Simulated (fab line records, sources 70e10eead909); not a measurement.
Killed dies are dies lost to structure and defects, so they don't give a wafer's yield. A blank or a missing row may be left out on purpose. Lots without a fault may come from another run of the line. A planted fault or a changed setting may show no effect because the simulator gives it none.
Chamber matching | flow nand_harc | NHARC_P_GATE_DESCUM_48 on rie_diel-10: 4 sister chambers
The step chemistry O2, time 3 s. 4 wafers are shown with their chamber, then 12 later ones without.

WAFERS WITH THEIR CHAMBER
wafer  | chamber | showerhead_plenum_p_Torr (Torr)
L085.1 | 3       | 1.96
L085.5 | 2       | 1.80
L089.5 | 0       | 1.95
L089.6 | 1       | 2.00

WAFERS WITHOUT THEIR CHAMBER
wafer  | showerhead_plenum_p_Torr (Torr)
L089.1 | 1.80
L089.2 | 1.96
L089.3 | 2.00
L094.1 | 1.94
L094.2 | 1.96
L094.4 | 2.00
L093.2 | 1.96
L093.5 | 2.00
L093.6 | 1.80
L097.4 | 1.94
L097.5 | 1.95
L097.6 | 1.94

WHICH CHAMBER EACH WENT THROUGH
wafer  | from the rows above | in truth
L089.1 | 2                   | 2
L089.2 | 3                   | 3
L089.3 | 1                   | 1
L094.1 | 0                   | 0
L094.2 | 3                   | 3
L094.4 | 1                   | 1
L093.2 | 3                   | 3
L093.5 | 1                   | 1
L093.6 | 2                   | 2
L097.4 | 0                   | 0
L097.5 | 0                   | 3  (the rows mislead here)
L097.6 | 0                   | 0
Placed correctly: 11 of 12. Can't be placed from these rows: 0. Placed wrongly: 1.
How it was worked out, from the rows above alone: a wafer's distance from a chamber is the root of the sum, over the readings, of the square of ((its reading less the chamber's mean) divided by the reading's scatter). The wafer belongs to the nearest chamber; if the next one is less than 2 further off, it can't be placed. A chamber's mean is the mean of its shown wafers. The scatter: with one shown wafer a chamber, the root of the mean of the squares of how far each hidden wafer lies from its nearest shown one.
